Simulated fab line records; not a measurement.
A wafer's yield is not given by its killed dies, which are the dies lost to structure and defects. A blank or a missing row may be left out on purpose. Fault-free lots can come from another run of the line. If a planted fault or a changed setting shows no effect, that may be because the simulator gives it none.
Chamber matching	flow n5 finfet	ald metal-03 running N5_BEOL_M0_ALD_136: 4 sister chambers
The step deposits TaN, pulse time 2 s, purge time 3 s, co reactant purge time 2 s. 4 wafers are shown with their chamber, then 7 later ones without.

== EACH WAFER AND ITS CHAMBER ==
wafer	chamber	heater power w (W)
L076.5	2	427
L088.1	1	432
L095.2	3	419
L095.3	0	382

== WAFERS WITH NO CHAMBER GIVEN ==
wafer	heater power w (W)
L095.4	422
L096.1	432
L096.3	428
L096.5	417
L097.1	372
L097.2	431
L097.3	413

== CHAMBER TAKEN BY EACH ==
wafer	from the rows above	in truth
L095.4	can't be placed: 3 or 2 or 1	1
L096.1	can't be placed: 1 or 2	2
L096.3	can't be placed: 2 or 1 or 3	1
L096.5	can't be placed: 3 or 2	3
L097.1	0	0
L097.2	can't be placed: 1 or 2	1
L097.3	can't be placed: 3 or 2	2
Correct placement for 1 of the 7. These rows do not allow placing 6 (true chamber among the candidates in 6). Number placed wrongly: 0.
How it was worked out, from the rows above alone: a wafer's distance from a chamber is the root of the sum, over the readings, of the square of ((its reading less the chamber's mean) divided by the reading's scatter). If the next closest chamber is less than 2 further off than the closest, the wafer can't be placed; otherwise it belongs to the closest. A chamber's mean is the mean of its shown wafers. The scatter (one wafer shown for each chamber): square how far every hidden wafer sits from the nearest shown wafer, average those squares and take the square root.
